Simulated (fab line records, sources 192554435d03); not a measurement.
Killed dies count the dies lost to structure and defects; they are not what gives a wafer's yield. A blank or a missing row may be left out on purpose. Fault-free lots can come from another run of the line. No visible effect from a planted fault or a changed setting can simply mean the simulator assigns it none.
fab line records	flow n5-finfet
[record] lots = 4	wafers = 10	last-day = 19
route steps=1938 shown BEOL_M9@1437 BEOL_M10@1470 BEOL_M15@1830 PASSIVATION@1936
lots that met no fault: from a run of the same line without faults
start-h: hours from the record's first day to the start of the lot's first wafer shown	wait-h: time in hours since the lot's previous step	" repeats the value in the row above	L1.1+2: a row that stands for several wafers	- value missing, or start not given	* or withheld: withheld	< > ~ a bound
route shown NAME@n: NAME is a module with steps in the file, n the number in the route of the first one	usual: mean/standard deviation of fault-free wafers	same: alike in all rows	chamber/n: place in a boat	sites: each site's reading	_std_site: the standard deviation of these	_edge_site: mean of outer sites minus mean of inner sites	radius-mm: how far each site lies from the wafer's centre	mask NAME#n: copy n	behind: tool/chamber where the wafer was last shaped	hold: what put the lot on hold/how long, in hours/how the hold closed	device: names the non-switching transistor (n, p or np)	end of line: tests run on the same wafers once the route is complete	step lacking rows: just its recipe	killed: dies lost to structure and defects at the first sort, not the wafer's yield	map: shows each die of a wafer: x if killed, . if not, _ if none is there
set.NAME: the setting as run; set.NAME@STEP: as run at that earlier step	model.NAME: the simulator's own value behind a step, which no gauge read
lots at some steps of the route; a table a step, a row a wafer
services: when a tool's chamber went out of use (start-h, in hours from the record's first day, below 0 if earlier), for how many hours, and the reason
[[steps]]
[step N5_BEOL_M9_DESCUM_33]
[recipe] chemistry = O2	time-s = 7	source-power-w = 50	bias-power-w = 20	pressure-mtorr = 20	rf-frequency-hz = 2.712e+07	temp-c = 40	resist = CAR-EUV	o2-flow-sccm = 225
[step N5_BEOL_M9_ETCH_76]
[recipe] chemistry = N2/H2	target = underlayer	target-depth-a = 65	mask-material = CAR-EUV	time-s = 5.2	ion-energy-ev = 200	pressure-mtorr = 30	source-w = 840	bias-w = 150	n2-flow-sccm = 200	h2-flow-sccm = 200	ends = cleared
[step N5_BEOL_M9_ETCH_65]
[recipe] chemistry = CF4	target = SiARC	target-depth-a = 156	mask-material = CAR-EUV	time-s = 26	ion-energy-ev = 80	pressure-mtorr = 40	source-w = 545	bias-w = 36	Ar_flow_sccm = 100	cf4-flow-sccm = 100	ends = cleared
[step N5_BEOL_M9_ETCH_66]
[recipe] chemistry = N2/H2	target = SOC	target-depth-a = 800	overetch-a = 160	mask-material = SiARC	temp-c = 40	time-s = 120	ion-energy-ev = 200	pressure-mtorr = 30	source-w = 840	bias-w = 150	n2-flow-sccm = 200	h2-flow-sccm = 200
[step N5_BEOL_M9_STRIP_69]
[recipe] chemistry = N2/H2	temp-c = 40	n2-flow-sccm = 200	h2-flow-sccm = 200	rf-frequency-hz = 6e+07
[step N5_BEOL_M9_STRIP_77]
[recipe] chemistry = N2/H2	temp-c = 40	n2-flow-sccm = 200	h2-flow-sccm = 200	rf-frequency-hz = 6e+07
[step N5_BEOL_M9_VIA_ETCH_34]
[recipe] chemistry = C4F6/O2	target = SiCOH_lowk	target-depth-a = 1824	mask-material = SOC	taper-deg = 4	time-s = 68.4	ion-energy-ev = 250	pressure-mtorr = 30	source-w = 345	bias-w = 185	Ar_flow_sccm = 300	C4F6_flow_sccm = 10	O2_flow_sccm = 10
[step N5_BEOL_M9_STRIP_73]
[recipe] chemistry = C4F6/O2	resist = SiARC	rf-frequency-hz = 6e+07
[step N5_BEOL_M9_STRIP_36]
[recipe] chemistry = N2/H2	power-w = 450	temp-c = 40	pressure-mtorr = 20	rf-frequency-hz = 6e+07	overash-fraction = 0.3	bias-power-w = 7	h2-frac = 0.5	n2-flow-sccm = 200	h2-flow-sccm = 200
[step N5_BEOL_M9_TRENCH_ETCH_37]
[recipe] chemistry = C4F6/O2	target-depth-a = 1514.3	target = SiCOH_lowk	time-s = 49	ion-energy-ev = 250	pressure-mtorr = 30	source-w = 345	bias-w = 185	Ar_flow_sccm = 300	C4F6_flow_sccm = 10	O2_flow_sccm = 10
[usual] O2_flow_sccm = 9.998/0.03	drypump-motor-current-A = 5.9/0.45	oes_o_777_au = 0.81/0.082	oes-product-au = 0.81/0.093	rf-fwd-power-W = 341.8/1.5	rf-vpp-V = 671/12	showerhead-plenum-p-Torr = 2.84/0.11	throttle-valve-pct = 21.0/0.32
lot.wafer	tool	chamber	start-h	wait-h	O2_flow_sccm	drypump-motor-current-A	oes_o_777_au	oes-product-au	rf-fwd-power-W	rf-hours-counter-h	rf-vpp-V	showerhead-plenum-p-Torr	throttle-valve-pct	model.BEOL_M9.feature-depth-nm	model.etch.depth-nm	model.TiN_of_BEOL_M9_HM_DEP_02.thk-nm
L602.2	rie-diel-06	1	290.42	-	10.066	6.4	0.75	0.73	344.0	208	660	2.81	21.3	152.6	152.6	15.8
L602.5	"	3	"	"	10.031	6.0	0.67	0.68	344.1	-	688	2.72	21.3	146.6	146.6	15.8
L602.6	"	2	"	"	10.023	6.1	0.87	0.85	341.7	-	675	2.87	21.0	148.2	148.1	16.2
L610.3	rie-diel-06	0	351.28	-	10.016	5.3	0.73	0.67	343.2	180	660	2.60	21.2	132.6	132.6	16.8
L610.4	"	3	"	"	9.987	6.0	0.65	0.61	341.9	250	689	2.71	21.3	128.6	128.6	16.8
L612.4	rie-diel-06	0	364.43	-	9.977	5.2	0.73	0.65	343.0	-	661	2.60	21.2	131.2	131.2	16.6
L612.6	"	1	"	"	10.017	6.5	0.74	0.72	342.6	-	662	2.80	21.3	152	151.9	15.8
L618.3	rie-diel-05	0	394.89	-	10.050	5.8	0.83	0.85	341.8	62	664	2.78	21.0	150.8	150.7	15.6
L618.4	"	2	"	"	9.989	6.0	0.73	0.71	343.9	207	657	2.94	21.5	150.6	150.7	15.8
L618.6	"	2	"	"	9.953	6.0	0.73	0.70	343.4	-	659	2.94	21.5	150.2	150.1	16
[step N5_BEOL_M9_ETCH_41]
[recipe] chemistry = CH3F/O2	target = SiCN	target-depth-a = 366	taper-deg = 2	time-s = 70.1	ion-energy-ev = 120	mask-material = TiN	pressure-mtorr = 30	source-w = 395	bias-w = 75	Ar_flow_sccm = 150	CH3F_flow_sccm = 30	O2_flow_sccm = 20
[step N5_BEOL_M9_STRIP_80]
[recipe] chemistry = N2/H2	time-s = 10	power-w = 450	temp-c = 40	pressure-mtorr = 20	rf-frequency-hz = 6e+07	bias-power-w = 7	n2-flow-sccm = 200	h2-flow-sccm = 200
[step N5_BEOL_M9_OCD_MEAS_38]
[usual] trench-depth-nm = 151.8/2.3
lot.wafer	tool	chamber	start-h	wait-h	trench-depth-nm
L602.2	ocd-02	-	290.60	-	152.9
L602.5	"	-	"	"	146.3
L602.6	"	-	"	"	148.4
L610.3	ocd-02	-	351.45	-	133.3
L610.4	"	-	"	"	128.8
L612.4	ocd-01	-	364.59	-	131.4
L612.6	"	-	"	"	152.2
L618.3	ocd-01	-	395.07	-	150.7
L618.4	"	-	"	"	150.7
L618.6	"	-	"	"	150.6
[step N5_BEOL_M9_HM_STRIP_39]
[recipe] chemistry = peroxide-tin-strip	material = TiN	target-depth-a = 250	temp-c = 50	time-s = 158
[step N5_BEOL_M9_SRD_40]
[recipe] time-s = 30	temp-c = 23	rinse-liquid = diw	dry = ipa-marangoni
[step N5_BEOL_M9_PRECLEAN_42]
[recipe] chemistry = residue-remover	time-s = 60	temp-c = 40
[step N5_BEOL_M9_SRD_43]
[recipe] time-s = 30	temp-c = 23	rinse-liquid = diw	dry = ipa-marangoni
[step N5_BEOL_M9_CURE_72]
[recipe] temp-c = 370	time-s = 120	ambient = DMADMS/He	material = SiCOH_lowk
[step N5_BEOL_M9_DEGAS_44]
[recipe] ambient = vacuum	temp-c = 250	time-s = 60
[step N5_BEOL_M9_PRE_CLEAN_45]
[recipe] gas = H2/He	time-s = 30	temp-c = 250
[step N5_BEOL_M9_ALD_74]
[recipe] material = TaN	target-thk-a = 20	temp-c = 275	ald-precursor-family = PDMAT	ald-co-reactant = NH3	pressure-torr = 3	carrier-flow-sccm = 1500	pulse-time-s = 2	purge-time-s = 3	co-reactant-purge-time-s = 2	co-reactant-pulse-time-s = 3	ald-cycles = 40	precursor-vessel-temp-c = 75	precursor-vessel-pressure-torr = 26.25	precursor-vessel-carrier-sccm = 1000
[step N5_BEOL_M9_SURFACE_TREAT_79]
[recipe] gas = Ar	time-s = *	ion-energy-ev = *	ion-current-ma-cm2 = 0.5	pressure-mtorr = *	ar-flow-sccm = 30
[step N5_BEOL_M9_CVD_78]
[recipe] material = Co	target-thk-a = 20	temp-c = withheld	precursor = CCTBA/H2	pressure-torr = 30	time-s = 138.9
[step N5_BEOL_M9_SPUTTER_48]
[recipe] material = Cu	target-thk-a = 120	temp-c = -20	bias-v = 60	power-w = 26000	chamber-pressure-pa = 0.13	time-s = 2
[step N5_BEOL_M9_ECD_50]
[recipe] material = Cu	target-thk-a = 3180
[step N5_BEOL_M9_ANNEAL_51]
[recipe] temp-c = 225	time-s = 90	ambient = N2
[step N5_BEOL_M9_CMP_52]
[recipe] stop-on = SiCOH_lowk	t-overpolish-s = 7	down-force-psi = 1	platen-rpm = 50	clearing-platen-down-force-psi = 1.5	clearing-platen-rpm = 50	post-cmp-clean = cu-alkaline	target-thk-nm = 140	clearing-platen-pad-velocity-m-s = 0.99484	pad-velocity-m-s = 0.99484
[usual] barrier-field-endpoint-s = 29.1/0.76	motor-current-A = 6.1/0.52	overpolish-run-s = 7.000/0.0091	time-to-endpoint-s = 66/3
lot.wafer	tool	chamber	start-h	wait-h	barrier-field-endpoint-s	motor-current-A	overpolish-run-s	time-to-endpoint-s	model.Cu_of_BEOL_M9_ECD_50.thk-nm
L602.2	cmp-01	3	293.23	0.3	29.7	6.0	7.019	71	142.2
L602.6	"	0	"	"	28.2	5.7	7.002	65	136.2
L602.5	"	1	"	"	29.1	6.7	6.995	66	134.4
L610.3	cmp-01	2	353.41	0.2	29.0	7.0	7.002	65	120.4
L610.4	"	3	"	"	30.7	5.6	7.012	71	117.8
L612.4	cmp-01	2	366.49	0.2	29.5	6.8	7.010	63	117
L612.6	"	0	"	"	30.0	5.5	7.009	67	139.8
L618.3	cmp-02	2	397.52	0.2	28.6	6.8	6.992	64	137
L618.4	"	1	"	"	29.0	6.8	6.990	65	137
L618.6	"	2	"	"	28.5	6.3	7.004	65	137
[step N5_BEOL_M9_THK_MEAS_53]
[recipe] thk-meas-gauge = xrf	reads = Cu_of_BEOL_M9_ECD_50
[usual] M9_THK = 140.1/2.7
lot.wafer	tool	chamber	start-h	wait-h	M9_THK[nm]
L602.2	film-metro-02	-	293.41	-	143.1
L602.5	"	-	"	"	135.1
L602.6	"	-	"	"	137.2
L610.3	film-metro-01	-	353.71	-	121.7
L610.4	"	-	"	"	118.4
L612.4	film-metro-02	-	366.67	-	116.2
L612.6	"	-	"	"	138.7
L618.3	film-metro-02	-	397.82	-	136.4
L618.4	"	-	"	"	136.6
L618.6	"	-	"	"	135.6
[step N5_BEOL_M9_PRE_CLEAN_55]
[recipe] gas = NH3	time-s = 15	temp-c = withheld	rf-power-w = 300
[step N5_BEOL_M9_DEP_56]
[recipe] material = SiCN	target-thk-a = 150	temp-c = withheld	precursor = 3MS/NH3	pressure-torr = 3	rf-w = 202	time-s = 26.5
[step N5_BEOL_M9_RS_MEAS_57]
[recipe] thk-meas-gauge = four-point-probe	reads = Cu_of_BEOL_M9_ECD_50+Co_of_BEOL_M9_CVD_78+TaN_of_BEOL_M9_ALD_74
[usual] M9_RS = 0.150/0.0032
lot.wafer	tool	chamber	start-h	wait-h	M9_RS[ohm/sq]
L602.2	film-metro-02	-	293.55	0.1	0.148
L602.5	"	-	"	"	0.158
L602.6	"	-	"	"	0.155
L610.3	film-metro-01	-	353.84	0.1	0.178
L610.4	"	-	"	"	0.183
L612.4	film-metro-02	-	366.81	0.0	0.184
L612.6	"	-	"	"	0.151
L618.3	film-metro-02	-	397.99	0.1	0.154
L618.4	"	-	"	"	0.154
L618.6	"	-	"	"	0.154
[step N5_BEOL_M10_ILD_DEP_00]
[recipe] material = SiCOH_lowk	target-thk-a = 3085.1	temp-c = 300	precursor = DEMS/porogen	pressure-torr = 5	rf-w = 500	time-s = 58
[step N5_BEOL_M10_CURE_71]
[recipe] temp-c = 385	time-s = 240	ambient = He/Ar	material = SiCOH_lowk
[step N5_BEOL_M10_PECVD_70]
[recipe] material = SiO2	target-thk-a = 200	temp-c = 400	precursor = TEOS/O2	pressure-torr = 5.5	rf-w = 450	teos-flow-sccm = 53.8	gas = O2	flow-sccm = 3000	time-s = 22.7
[step N5_BEOL_M10_HM_DEP_02]
[recipe] material = TiN	target-thk-a = 200	temp-c = 25	chamber-pressure-pa = 0.49996
[step N5_BEOL_M10_COAT_59]
[recipe] resist = SOC	temp-c = 250	time-s = 60	spin-rpm = 1500	resist-thk-nm = 100
[step N5_BEOL_M15_RC_MEAS_101]
[usual] COMB_M10 = 1.5e-11/3.7e-12	COMB_M11 = 1.4e-11/3e-12	COMB_M12 = 6.2e-12/1.4e-12	COMB_M12_max_site = 9e-12/2.3e-12	COMB_M13 = 5e-12/1.1e-12	COMB_M14 = 3.6e-12/8.2e-13	COMB_M15 = 2.7e-12/7.1e-13	COMB_M5 = 3.9e-11/8.6e-12	COMB_M5_max_site = 5.6e-11/1.3e-11	COMB_M6 = 2.5e-11/5.7e-12	COMB_M7 = 2.6e-11/5.5e-12	COMB_M8 = 2.6e-11/5.4e-12	SERP_M10 = 3.11/0.083	SERP_M11 = 3.07/0.073	SERP_M12 = 0.643/0.02	SERP_M13 = 0.310/0.0051	SERP_M14 = 0.163/0.0032	SERP_M5 = 38.7/1.9	SERP_M6 = 14.0/0.66	SERP_M7 = 13.8/0.55	SERP_M8 = 14.3/0.52	SERP_M9 = 3.05/0.079	SERP_M9_max_site = 3.15/0.089
lot.wafer	tool	chamber	start-h	wait-h	COMB_M10[S/m]	COMB_M11[S/m]	COMB_M12[S/m]	COMB_M12_max_site[S/m]	COMB_M13[S/m]	COMB_M14[S/m]	COMB_M15[S/m]	COMB_M5[S/m]	COMB_M5_max_site[S/m]	COMB_M6[S/m]	COMB_M7[S/m]	COMB_M8[S/m]	SERP_M10[ohm/um]	SERP_M11[ohm/um]	SERP_M12[ohm/um]	SERP_M13[ohm/um]	SERP_M14[ohm/um]	SERP_M5[ohm/um]	SERP_M6[ohm/um]	SERP_M7[ohm/um]	SERP_M8[ohm/um]	SERP_M9[ohm/um]	SERP_M9_max_site[ohm/um]
L602.2	prober-02	0	334.45	0.2	1.3e-11	1.4e-11	5.6e-12	8.8e-12	4.5e-12	2.9e-12	2.1e-12	2.8e-11	4.1e-11	2e-11	1.5e-11	2.7e-11	3.21	2.99	0.680	0.313	0.162	36.3	14.2	12.5	14.1	3.03	3.09
L602.5	"	0	"	"	1.3e-11	8e-12	6.7e-12	9.6e-12	3.5e-12	1.7e-12	2.3e-12	2.7e-11	5e-11	1.7e-11	1.6e-11	2.8e-11	3.09	2.99	0.652	0.316	0.164	36.9	15.2	14.1	13.9	3.22	3.36
L602.6	"	0	"	"	1.2e-11	1.1e-11	7.2e-12	1.06e-11	6e-12	2.1e-12	2.7e-12	2.6e-11	4e-11	2.8e-11	1.5e-11	2.6e-11	3.08	3.03	0.654	0.312	0.162	35.8	13.9	13.9	14.1	3.14	3.20
L610.3	prober-01	0	402.41	0.3	1.8e-11	1.5e-11	6.4e-12	1.08e-11	5.5e-12	5.4e-12	2.7e-12	3.1e-11	4e-11	2.1e-11	3.2e-11	3.1e-11	3.07	3.24	0.653	0.306	0.159	39.6	13.7	14.3	15.2	3.59	3.65
L610.4	"	0	"	"	2.5e-11	1.4e-11	6.5e-12	9.1e-12	6.4e-12	4.1e-12	3.3e-12	4e-11	5.3e-11	1.8e-11	2.5e-11	2.8e-11	3.06	3.08	0.633	0.309	0.158	40.8	14.4	14.2	14.5	3.86	4.01
L612.4	prober-02	0	414.05	0.5	9e-12	2.2e-11	6.8e-12	1.43e-11	5.3e-12	3.7e-12	2.1e-12	3.6e-11	4.6e-11	4.1e-11	2.3e-11	3.4e-11	3.10	3.04	0.652	0.319	0.162	40.5	14.0	14.1	14.5	3.59	3.70
L612.6	"	0	"	"	1.1e-11	1.2e-11	5.2e-12	1.01e-11	5.4e-12	2.5e-12	1.7e-12	3.7e-11	4e-11	2.9e-11	2.2e-11	2.9e-11	3.24	2.97	0.684	0.317	0.159	37.8	13.8	14.3	14.2	2.99	3.11
L618.3	prober-02	0	441.17	0.3	1.1e-11	1.2e-11	3.3e-12	4.8e-12	5.4e-12	2.9e-12	1.9e-12	3e-11	4.4e-11	2.4e-11	1.5e-11	2.5e-11	3.18	3.14	0.650	0.309	0.162	38.0	13.6	14.0	13.6	3.17	3.23
L618.4	"	0	"	"	1.3e-11	1.2e-11	5.7e-12	6.6e-12	6.8e-12	3.4e-12	1.7e-12	3.9e-11	4.8e-11	2.3e-11	2.3e-11	2e-11	3.15	3.03	0.678	0.317	0.164	40.5	13.4	13.8	14.2	3.11	3.23
L618.6	"	0	"	"	1.7e-11	1.2e-11	6.7e-12	1.07e-11	4.9e-12	2.4e-12	1.8e-12	4.5e-11	6e-11	1.3e-11	2.4e-11	2.6e-11	3.07	2.96	0.628	0.315	0.160	40.2	13.5	13.8	13.4	3.14	3.27
// sites SERP_M9 radius-mm=0,75,75,75,75,140,140,140,140
L602.2 3.00 3.04 3.02 3.07 3.04 3.09 2.96 2.99 3.03
L610.3 3.61 3.58 3.62 3.59 3.59 3.52 3.65 3.60 3.59
L612.4 3.50 3.58 3.59 3.59 3.55 3.70 3.68 3.68 3.61
L618.3 3.19 3.21 3.17 3.23 3.19 3.07 3.09 3.12 2.99
[step N5_PASSIVATION_PROBE_49]
[usual] defect-limited-yield = 91.5/1.4	killed_at_M0_to_M3 = 34/11	killed_at_M4_up = 15/6	killed-at-contacts = 11/5.9	killed-at-front-end = 37/11	killed-at-other = 3.6/2.9	killed-dies = 101/17	killed-open = 66/12	killed-short = 33/7.8	sort_bin_5_function = 5.0/0.97	sort_bin_6_memory = 3.2/0.65	sort_bin_8_speed = 0.02/0.2	sort-n-pass = 1079/17	sort-yield-pct = 91.4/1.4
[same] gross-dies = 1180	killed-at-back-side = 0	sort_bin_4_leakage[%] = 0
lot.wafer	tool	chamber	start-h	wait-h	defect-limited-yield[%]	killed_at_M0_to_M3	killed_at_M4_up	killed-at-contacts	killed-at-front-end	killed-at-other	killed-dies	killed-open	killed-short	sort_bin_5_function[%]	sort_bin_6_memory[%]	sort_bin_8_speed[%]	sort-n-pass	sort-yield-pct[%]
L602.2	prober-01	-	349.37	0.1	90.7	60	20	4	25	1	110	68	42	4.9	3.9	0	1070	90.7
L602.5	prober-01	-	349.52	0.2	91.4	46	16	10	30	0	102	63	35	5.5	3.1	0	1078	91.4
L602.6	prober-01	-	349.57	0.3	91.1	51	14	7	28	5	105	60	45	4.7	4.1	0	1075	91.1
L610.3	prober-01	-	414.93	0.1	91.4	54	14	11	21	1	101	73	28	5.3	3.2	0	1079	91.4
L610.4	prober-01	-	414.98	0.2	93.5	39	8	8	20	2	77	50	27	4.2	2.4	0	1103	93.5
L612.4	prober-02	-	427.68	0.2	91.8	30	11	13	38	5	97	63	31	4.2	3.5	0	1083	91.8
L612.6	prober-02	-	427.78	0.3	92.8	12	8	16	43	6	85	60	24	3.8	3.1	0	1095	92.8
// killed by level:class
L602.2 BEOL_M0_SAQP:geometric-particle:short=18 BEOL_M0_SAQP:geometric-particle:open=13 BEOL_M3:geometric-particle:open=12 BEOL_M4:geometric-particle:open=11 FIN_SAQP:geometric-particle:short=7 FIN_SAQP:geometric-particle:open=5 BEOL_M1:geometric-particle:open=5 BEOL_M2:geometric-particle:open=5
L602.5 BEOL_M0_SAQP:geometric-particle:short=15 STI_FIN_REVEAL:geometric-particle:open=10 BEOL_M3:geometric-particle:open=10 MOL_CONTACT_COAG:geometric-particle:open=7 FIN_SAQP:geometric-particle:short=6 BEOL_M0_SAQP:geometric-particle:open=6 BEOL_M2:geometric-particle:open=6 BEOL_M4:geometric-particle:open=6
L602.6 BEOL_M0_SAQP:geometric-particle:short=19 BEOL_M3:geometric-particle:open=13 BEOL_M0_SAQP:geometric-particle:open=10 MOL_CONTACT_COAG:geometric-particle:open=7 BEOL_M4:geometric-particle:open=6 STARTING-WAFER:geometric-particle:short=6 FIN_SAQP:geometric-particle:open=5 FIN_SAQP:geometric-particle:short=5
L610.3 BEOL_M0_SAQP:geometric-particle:open=17 BEOL_M3:geometric-particle:open=13 MOL_CONTACT_COAG:geometric-particle:open=11 BEOL_M4:geometric-particle:open=9 BEOL_M0_SAQP:geometric-particle:short=7 STI_FIN_REVEAL:geometric-particle:open=6 STARTING-WAFER:geometric-particle:short=6 BEOL_M1:geometric-particle:short=5
L610.4 BEOL_M0_SAQP:geometric-particle:short=9 BEOL_M0_SAQP:geometric-particle:open=8 BEOL_M1:geometric-particle:open=8 BEOL_M3:geometric-particle:open=7 MOL_CONTACT_COAG:geometric-particle:open=6 DUMMY_GATE:geometric-particle:open=5 FIN_SAQP:geometric-particle:short=4 BEOL_M2:geometric-particle:open=4
L612.4 FIN_SAQP:geometric-particle:open=12 MOL_CONTACT_COAG:geometric-particle:open=8 FIN_SAQP:geometric-particle:short=7 BEOL_M4:geometric-particle:open=6 BEOL_M1:geometric-particle:open=6 STI_FIN_REVEAL:geometric-particle:open=5 MOL_CONTACT_COAG:geometric-particle:short=5 BEOL_M0_SAQP:geometric-particle:short=5
L612.6 FIN_SAQP:geometric-particle:open=13 MOL_CONTACT_COAG:geometric-particle:open=12 STI_FIN_REVEAL:geometric-particle:open=7 STARTING-WAFER:geometric-particle:short=5 STI_FIN_REVEAL:geometric-particle:short=4 MOL_CONTACT_COAG:geometric-particle:short=4 BEOL_M0_SAQP:geometric-particle:open=4 FIN_SAQP:geometric-particle:short=3
[[services]]
tool	chamber	start-h	hours	kind
cmp-01	-	267.67	-	consumable-replace:conditioner
cmp-01	-	267.67	-	consumable-replace:pad
rie-diel-06	-	299.45	1.1	repair
rie-diel-05	2	308.01	10.4	repair
rie-diel-05	3	329.66	-	clean
rie-diel-05	3	329.66	-	consumable-replace:focus-ring
cmp-02	-	331.91	3.7	repair
cmp-01	-	351.41	0.6	repair
rie-diel-06	3	352.48	-	clean
rie-diel-06	3	352.48	-	consumable-replace:focus-ring
rie-diel-06	3	352.48	-	consumable-replace:showerhead
rie-diel-06	3	352.48	16.5	scheduled-down
rie-diel-06	3	352.48	16.5	vent-cycle
rie-diel-06	1	354.73	9.2	repair
cmp-01	-	356.48	5.5	pm
cmp-02	-	357.00	0.5	repair
cmp-02	-	362.91	10.7	pm
cmp-02	-	384.46	2.4	repair
cmp-01	-	393.76	4.0	repair
[[key]]
[first-sign] step = N5_BEOL_M9_OCD_MEAS_38	reading = trench-depth-nm	direction = down	sigmas = 8.8	usual = 151.8	struck = 131.2
[effect] step = N5_BEOL_M9_THK_MEAS_53	reading = M9_THK	direction = down	sigmas = 7.9	usual = 140.1	struck = 118.8
[effect] step = N5_BEOL_M9_RS_MEAS_57	reading = M9_RS	direction = up	sigmas = 9.8	usual = 0.150	struck = 0.181
[effect] step = N5_BEOL_M15_RC_MEAS_101	reading = SERP_M9	direction = up	sigmas = 8	usual = 3.05	struck = 3.68
[model-effect] step = N5_BEOL_M9_TRENCH_ETCH_37	value = BEOL_M9.feature-depth-nm	without = 151.5	struck = 130.8
[model-effect] step = N5_BEOL_M9_CMP_52	value = Cu_of_BEOL_M9_ECD_50.thk-nm	without = 139.1	struck = 118.4
met-at N5_BEOL_M9_TRENCH_ETCH_37
struck-wafers L610.3,L610.4,L612.4
onset-between 290.42 351.28
[fault] kind = process-parameter-drift	tool = rie-diel-06	chamber = -	onset-h = 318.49	steps = N5_BEOL_M9_TRENCH_ETCH_37	channel = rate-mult	offset = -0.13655	shape = step	end-h = 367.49	scope = struck-wafers-only
